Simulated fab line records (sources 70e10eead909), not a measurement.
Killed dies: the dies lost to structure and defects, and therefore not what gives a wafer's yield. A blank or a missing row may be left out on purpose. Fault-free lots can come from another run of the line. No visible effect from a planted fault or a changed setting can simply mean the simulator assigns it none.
Matching of chambers / flow nand harc / 4 sister chambers for NHARC_P_CONTACT_CMP_01 on cmp-04
The step polishes SiO2, target thk 200 nm. 7 wafers are shown with their chamber, then 9 later ones without.

## WAFERS, EACH WITH ITS CHAMBER
wafer=L088.3; chamber=1; motor current A (A)=12.4
wafer=L088.2; chamber=2; motor current A (A)=12.3
wafer=L088.5; chamber=0; motor current A (A)=11.3
wafer=L088.6; chamber=3; motor current A (A)=10.3
wafer=L092.1; chamber=0; motor current A (A)=12.4
wafer=L092.2; chamber=3; motor current A (A)=10.4
wafer=L092.4; chamber=2; motor current A (A)=13.0

## WAFERS WITHOUT THEIR CHAMBER
wafer=L094.1; motor current A (A)=11.2
wafer=L094.4; motor current A (A)=12.6
wafer=L094.5; motor current A (A)=12.3
wafer=L095.1; motor current A (A)=12.7
wafer=L095.3; motor current A (A)=10.2
wafer=L095.4; motor current A (A)=12.6
wafer=L096.1; motor current A (A)=10.6
wafer=L096.2; motor current A (A)=12.4
wafer=L096.3; motor current A (A)=12.5

## WHICH CHAMBER EACH WENT THROUGH
wafer=L094.1; from the rows above=can't be placed: 0 or 3 or 1 or 2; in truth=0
wafer=L094.4; from the rows above=can't be placed: 2 or 1 or 0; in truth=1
wafer=L094.5; from the rows above=can't be placed: 1 or 2 or 0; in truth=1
wafer=L095.1; from the rows above=can't be placed: 2 or 1 or 0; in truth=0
wafer=L095.3; from the rows above=3; in truth=3
wafer=L095.4; from the rows above=can't be placed: 2 or 1 or 0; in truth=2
wafer=L096.1; from the rows above=can't be placed: 3 or 0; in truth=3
wafer=L096.2; from the rows above=can't be placed: 1 or 2 or 0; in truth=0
wafer=L096.3; from the rows above=can't be placed: 1 or 2 or 0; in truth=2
1 of 9 placed correctly. Unplaceable from these rows: 8, with the true chamber sitting among the candidates in 8. Number placed wrongly: 0.
How it was worked out, from the rows above alone: a wafer's distance from a chamber is the root of the sum, over the readings, of the square of ((its reading less the chamber's mean) divided by the reading's scatter). The wafer belongs to the nearest chamber; if the next one is less than 2 further off, it can't be placed. A chamber's mean is the mean of its shown wafers. The scatter: the root of (the sum of the squares of (reading less its chamber's mean) over the shown wafers, divided by (wafers less chambers)).
